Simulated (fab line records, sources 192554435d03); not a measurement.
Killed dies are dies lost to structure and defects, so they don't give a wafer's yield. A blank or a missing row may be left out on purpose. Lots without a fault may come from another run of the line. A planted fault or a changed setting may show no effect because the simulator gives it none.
Chamber matching | flow n5_finfet | N5_SPACER0_ALD_00 on ald_sin-03: 4 sister chambers
The step deposits SiOCN, target thk 3.5 nm, pulse time 3 s, purge time 2 s. 18 wafers are shown with their chamber, then 9 later ones without.

WAFERS WITH THEIR CHAMBER
wafer  | chamber | heater_power_w (W) | precursor_pulse_height_rel
L075.1 | 1       | 835                | 1.007
L075.3 | 3       | 844                | 1.013
L075.5 | 2       | 914                | 1.007
L076.1 | 1       | 860                | 1.029
L076.4 | 2       | 918                | 0.994
L076.6 | 2       | 950                | 0.991
L081.2 | 1       | 858                | 1.003
L081.4 | 0       | 837                | 0.987
L081.5 | 2       | 941                | 1.001
L082.1 | 3       | 841                | 0.978
L082.3 | 0       | 828                | 0.993
L082.6 | 0       | 844                | 0.993
L083.1 | 2       | 941                | 0.968
L083.2 | 0       | 832                | 0.963
L083.3 | 3       | 830                | 0.972
L090.2 | 0       | 846                | 0.985
L090.3 | 1       | 835                | 1.007
L090.4 | 3       | 856                | 1.001

SIGNATURES (means of the wafers above)
reading                    | chamber 0 | chamber 1 | chamber 2 | chamber 3 | scatter within a chamber
heater_power_w             | 837.40    | 847.00    | 932.80    | 842.75    | 12.4
precursor_pulse_height_rel | 0.98420   | 1.01150   | 0.99220   | 0.99100   | 0.0147
Rule: a wafer's distance from a chamber is the root of the sum, over the readings, of the square of ((its reading less the chamber's mean) divided by the reading's scatter). The wafer belongs to the nearest chamber; if the next one is less than 2 further off, it can't be placed. The scatter: the root of (the sum of the squares of (reading less its chamber's mean) over the shown wafers, divided by (wafers less chambers)).

WAFERS WITHOUT THEIR CHAMBER
wafer  | heater_power_w (W) | precursor_pulse_height_rel
L091.3 | 843                | 1.004
L091.4 | 838                | 1.021
L091.6 | 853                | 1.022
L092.1 | 826                | 0.991
L092.2 | 821                | 0.989
L092.5 | 929                | 0.989
L095.1 | 844                | 0.979
L095.4 | 962                | 0.991
L095.5 | 849                | 1.015

WHICH CHAMBER EACH WENT THROUGH
wafer  | from the rows above          | in truth
L091.3 | can't be placed: 1 or 3 or 0 | 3
L091.4 | can't be placed: 1 or 3 or 0 | 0
L091.6 | can't be placed: 1 or 3 or 0 | 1
L092.1 | can't be placed: 0 or 3 or 1 | 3
L092.2 | can't be placed: 0 or 3 or 1 | 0
L092.5 | 2                            | 2
L095.1 | can't be placed: 0 or 3 or 1 | 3
L095.4 | 2                            | 2
L095.5 | can't be placed: 1 or 3      | 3
Placed correctly: 2 of 9. Can't be placed from these rows: 7 (the true chamber is among the candidates in 7). Placed wrongly: 0.
